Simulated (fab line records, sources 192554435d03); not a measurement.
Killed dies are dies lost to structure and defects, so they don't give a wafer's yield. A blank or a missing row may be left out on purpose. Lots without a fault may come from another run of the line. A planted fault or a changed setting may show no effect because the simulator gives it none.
Chamber matching | flow n5_finfet | N5_BEOL_M4_PRE_CLEAN_60 on cvd_co-01: 3 sister chambers
The step time 15 s. 20 wafers are shown with their chamber, then 10 later ones without.

WAFERS WITH THEIR CHAMBER
wafer  | chamber | heater_power_w (W)
L075.3 | 1       | 109
L075.4 | 0       | 66
L075.6 | 1       | 111
L078.1 | 1       | 107
L078.3 | 2       | 89
L078.6 | 2       | 90
L080.1 | 2       | 88
L080.2 | 0       | 66
L080.4 | 1       | 104
L079.1 | 1       | 107
L079.3 | 2       | 90
L079.5 | 1       | 105
L085.2 | 0       | 67
L085.4 | 0       | 67
L085.5 | 2       | 88
L087.3 | 0       | 68
L087.4 | 0       | 67
L087.5 | 2       | 89
L088.1 | 2       | 87
L088.3 | 1       | 107

SIGNATURES (means of the wafers above)
reading        | chamber 0 | chamber 1 | chamber 2 | scatter within a chamber
heater_power_w | 66.83     | 107.14    | 88.71     | 1.59
Rule: a wafer's distance from a chamber is the root of the sum, over the readings, of the square of ((its reading less the chamber's mean) divided by the reading's scatter). The wafer belongs to the nearest chamber; if the next one is less than 2 further off, it can't be placed. The scatter: the root of (the sum of the squares of (reading less its chamber's mean) over the shown wafers, divided by (wafers less chambers)).

WAFERS WITHOUT THEIR CHAMBER
wafer  | heater_power_w (W)
L088.5 | 90
L091.1 | 89
L091.2 | 108
L091.6 | 109
L094.1 | 92
L094.2 | 109
L094.3 | 68
L097.1 | 69
L097.3 | 109
L097.5 | 90

WHICH CHAMBER EACH WENT THROUGH
wafer  | from the rows above | in truth
L088.5 | 2                   | 2
L091.1 | 2                   | 2
L091.2 | 1                   | 1
L091.6 | 1                   | 1
L094.1 | 2                   | 2
L094.2 | 1                   | 1
L094.3 | 0                   | 0
L097.1 | 0                   | 0
L097.3 | 1                   | 1
L097.5 | 2                   | 2
Placed correctly: 10 of 10. Can't be placed from these rows: 0. Placed wrongly: 0.
